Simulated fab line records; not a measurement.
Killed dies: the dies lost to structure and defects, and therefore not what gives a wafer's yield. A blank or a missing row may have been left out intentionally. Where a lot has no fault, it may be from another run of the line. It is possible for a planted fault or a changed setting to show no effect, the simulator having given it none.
Split-lot experiment -- flow n5Finfet -- 7 lots, 21 wafers read, on a route of 1938 steps

## THE SPLIT
At N5_BEOL_M5_COAT_71 (time 60 s, resist thk 5 nm), the setting spinRpm was moved away from the recipe's 1500 rpm on 9 of the 21 wafers read, by -7.1% to +8.8%. This setting was run at the recipe's value on the other wafers.

## FROM THE SPLIT TO THE READING: what the file shows between them, 7 steps
- N5_BEOL_M5_COAT_05: resist thk 30 nm (also split here: spinRpm)
- N5_BEOL_M5_EBR_07
- N5_BEOL_M5_SOFTBAKE_06: time 60 s
- N5_BEOL_M5_EXPOSE_08: exposes mask M5, target cd 28 nm
- N5_BEOL_M5_PEB_09: peb time 60 s
- N5_BEOL_M5_DEVELOP_10: develop time 30 s
- N5_BEOL_M5_DESCUM_16: chemistry O2, time 7 s

## THE READING
etch.depthNm (the simulator's own value, which no gauge read), in nm, at N5_BEOL_M5_ETCH_72 (etches underlayer in N2/H2, target depth 6.5 nm, time 5.2 s). The file gives no usual value for it. Across the 12 wafers here that went through the recipe, the average is 5.005 nm and the standard deviation 0.012 nm.

wafer,"tool, chamber at the split","spinRpm as run, rpm",against the recipe,"etch.depthNm, nm",against lot-mates on the recipe
L083.1,"lithoTrack-02, 0",1632,+8.8%,4.805,-0.199
L083.2,"lithoTrack-02, 0",1500,recipe,5.006,-
L083.6,"lithoTrack-02, 0",1500,recipe,5.001,-
L084.1,"lithoTrack-03, 0",1584,+5.6%,4.866,-0.140
L084.5,"lithoTrack-03, 0",1584,+5.6%,4.869,-0.137
L084.6,"lithoTrack-03, 0",1500,recipe,5.006,-
L085.1,"lithoTrack-04, 0",1394,-7.1%,5.194,+0.214
L085.2,"lithoTrack-04, 0",1394,-7.1%,5.18,+0.200
L085.4,"lithoTrack-04, 0",1500,recipe,4.98,-
L089.3,"lithoTrack-03, 0",1500,recipe,5.012,-
L089.4,"lithoTrack-03, 0",1500,recipe,5.001,-
L089.6,"lithoTrack-03, 0",1500,recipe,4.996,-
L090.2,"lithoTrack-04, 0",1500,recipe,5.012,-
L090.4,"lithoTrack-04, 0",1500,recipe,5.011,-
L090.5,"lithoTrack-04, 0",1500,recipe,5.005,-
L092.1,"lithoTrack-02, 0",1581,+5.4%,4.899,-0.131
L092.3,"lithoTrack-02, 0",1500,recipe,5.03,-
L092.5,"lithoTrack-02, 0",1581,+5.4%,4.907,-0.123
L095.2,"lithoTrack-04, 0",1500,recipe,4.994,-
L095.5,"lithoTrack-04, 0",1594,+6.3%,4.86,-0.134
L095.6,"lithoTrack-04, 0",1594,+6.3%,4.855,-0.139

FIT RESULTS
A straight line over all 21 wafers: etch.depthNm changes by -0.0237 nm for each +1% of spinRpm; r = -0.99; the points scatter about the line by 0.013 nm.
The same after taking each lot's own level away (the mean of its wafers on the recipe; 21 wafers): -0.0252 nm for each +1%; r = -0.99; scatter 0.012 nm.
The reading moves by 0.22 nm for the largest change in spinRpm, on that fit.
Measured against the standard deviation above, the lots' own levels, which go from 4.9800 to 5.0300 nm, span 4.3 times it.
The two slopes agree, so the slope changes little with the lot-to-lot level.
Check: for one of the wafers moved furthest among these (+8.8%), held out of the fit, the line's prediction against its lot-mates is -0.219 nm. Against them it came out at -0.199 nm.

## OTHER SPLITS APPLIED TO THESE WAFERS
Other splits were also applied to these wafers ahead of the reading. Each is held against what the fit with the lots' levels taken away leaves over:
other split on the same wafers,wafers away from the commonest value,r with etch.depthNm (lot level and that fit taken away)
N5_BEOL_M2_EXPOSE_08 doseMj,7,-0.18
N5_BEOL_M3_ETCH_70 biasW,6,-0.13
N5_BEOL_M3_VIA_ETCH_34 biasW,7,-0.03
N5_BEOL_M4_ETCH_70 sourceW,9,+0.13
N5_BEOL_M4_TRENCH_ETCH_37 biasW,6,+0.00
N5_BEOL_M5_COAT_05 spinRpm,6,-0.06

## THE FILE'S OWN FIT
etch.depthNm changes by -0.0243 nm for each +1% of spinRpm, r = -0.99.
